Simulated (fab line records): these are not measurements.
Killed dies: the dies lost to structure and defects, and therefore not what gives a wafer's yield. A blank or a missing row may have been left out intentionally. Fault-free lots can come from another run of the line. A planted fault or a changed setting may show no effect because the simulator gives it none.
Shared-tool check | flow n5-finfet | Sample size 11 lots and 33 wafers

## THE REASON FOR OPENING IT
N5_BEOL_M5_OVL_MEAS_12, reading M5_OVL: flagged on 3 of 11 lots. Fault-free wafers read -0.3 nm, with a standard deviation of 0.68.
Rule: a lot is flagged when every wafer of it that has a number lies more than 4 standard deviations from that mean, or none has a number. The other lots count as sound.

lot  | measured     | on         | M5_OVL (nm), wafer by wafer | flag
L183 | day 8 10:55  | overlay-01 | 0.0 -0.5 -1.3               |
L185 | day 8 13:54  | overlay-01 | -1.1 0.1 -0.7               |
L186 | day 9 00:56  | overlay-02 | -0.2 0.4 -0.4               |
L188 | day 9 13:32  | overlay-01 | 0.1 -0.6 1.1                |
L194 | day 11 10:43 | overlay-01 | 6.6 7.2 6.0                 | FLAGGED
L195 | day 11 14:15 | overlay-01 | 7.1 7.2 6.9                 | FLAGGED
L196 | day 11 16:45 | overlay-02 | 7.9 6.6 7.6                 | FLAGGED
L200 | day 11 19:20 | overlay-01 | -0.3 0.2 -0.5               |
L199 | day 12 00:52 | overlay-01 | -0.4 0.1 0.0                |
L201 | day 12 20:55 | overlay-01 | 0.4 -0.1 -0.3               |
L206 | day 14 00:55 | overlay-02 | -1.3 -1.5 -1.2              |
On average the flagged lots' numbers are 7.0 nm, which is +7.3 nm against the usual, or +11 standard deviations.

## LOT BY LOT: THE TOOL USED
Before the reading, the record contains 3 process steps out of a 1938-step route. Cell contents, in order: the tool; ch with the chambers the sampled wafers went through; the start.
lot  | flag    | N5_BEOL_M4_PRE_CLEAN_60          | N5_BEOL_M5_PECVD_70             | N5_BEOL_M5_EXPOSE_08
L183 |         | cvd-co-02 ch 0,1,2, day 8 07:40  | pecvd-04 ch 0,1, day 8 09:32    | euv-scanner-02 ch 0, day 8 10:46
L185 |         | cvd-co-02 ch 0,2, day 8 10:41    | pecvd-04 ch 0,1,2, day 8 12:32  | euv-scanner-02 ch 0, day 8 13:44
L186 |         | cvd-co-02 ch 0,1,2, day 8 21:34  | pecvd-02 ch 0,1,2, day 8 23:25  | euv-scanner-01 ch 0, day 9 00:46
L188 |         | cvd-co-01 ch 0,2, day 9 09:36    | pecvd-04 ch 0,2, day 9 11:32    | euv-scanner-01 ch 0, day 9 13:22
L194 | FLAGGED | cvd-co-02 ch 0,1,2, day 11 06:35 | pecvd-04 ch 0,1, day 11 08:29   | euv-scanner-01 ch 0, day 11 10:33
L195 | FLAGGED | cvd-co-01 ch 0,1,2, day 11 10:46 | pecvd-04 ch 0,1, day 11 13:01   | euv-scanner-01 ch 0, day 11 14:05
L196 | FLAGGED | cvd-co-01 ch 0,1,2, day 11 14:16 | pecvd-03 ch 0,1, day 11 16:07   | euv-scanner-01 ch 0, day 11 16:35
L200 |         | cvd-co-01 ch 0,1,2, day 11 16:23 | pecvd-04 ch 0,1, day 11 18:31   | euv-scanner-02 ch 0, day 11 19:10
L199 |         | cvd-co-01 ch 0,1,2, day 11 19:19 | pecvd-03 ch 1,2, day 11 21:10   | euv-scanner-02 ch 0, day 12 00:42
L201 |         | cvd-co-01 ch 0,2, day 12 17:53   | pecvd-04 ch 0,2, day 12 19:44   | euv-scanner-02 ch 0, day 12 20:45
L206 |         | cvd-co-02 ch 0,1, day 13 21:53   | pecvd-04 ch 0,1,2, day 13 23:45 | euv-scanner-02 ch 0, day 14 00:45
These steps, and what they do:
- N5_BEOL_M4_PRE_CLEAN_60: time 15 s.
- N5_BEOL_M5_PECVD_70: deposits SiO2 from TEOS/O2, target thk 16 nm, time 18 s.
- N5_BEOL_M5_EXPOSE_08: exposes mask M5, target cd 28 nm.
- N5_BEOL_M5_OVL_MEAS_12

## FLAGGED AGAINST TOTAL, ONE TOOL AT A TIME (gauges that did the reading follow at the end)
step                    | tool           | lots run | flagged | share of the flagged lots | sound lots run after its first flagged lot
N5_BEOL_M4_PRE_CLEAN_60 | cvd-co-01      | 6        | 2       | some                      | 3 (L200,L199,L201)
N5_BEOL_M4_PRE_CLEAN_60 | cvd-co-02      | 5        | 1       | some                      | 1 (L206)
N5_BEOL_M5_PECVD_70     | pecvd-02       | 1        | 0       | none                      | -
N5_BEOL_M5_PECVD_70     | pecvd-03       | 2        | 1       | some                      | 1 (L199)
N5_BEOL_M5_PECVD_70     | pecvd-04       | 8        | 2       | some                      | 3 (L200,L201,L206)
N5_BEOL_M5_EXPOSE_08    | euv-scanner-01 | 5        | 3       | all                       | 0
N5_BEOL_M5_EXPOSE_08    | euv-scanner-02 | 6        | 0       | none                      | -
N5_BEOL_M5_OVL_MEAS_12  | overlay-01     | 8        | 2       | some                      | 3 (L200,L199,L201)
N5_BEOL_M5_OVL_MEAS_12  | overlay-02     | 3        | 1       | some                      | 1 (L206)

## WHAT THE TABLE ALLOWS
All flagged lots share 1 row of the table, namely euv-scanner-01 at N5_BEOL_M5_EXPOSE_08.
- euv-scanner-01 at N5_BEOL_M5_EXPOSE_08: 3 of its 5 lots flagged. Last sound lot L188 at day 9 13:22, first flagged lot L194 at day 11 10:33; a fault beginning in between fits.
Just one tool remains: euv-scanner-01 at N5_BEOL_M5_EXPOSE_08.

## WHAT HAD BEEN PUT IN BY THE SIMULATOR
Scanner matching overlay: euv-scanner-01, from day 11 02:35 on, at N5_BEOL_M5_EXPOSE_08. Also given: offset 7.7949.
Shown lots that were struck: L194, L195, L196. The same result came from the rule above.
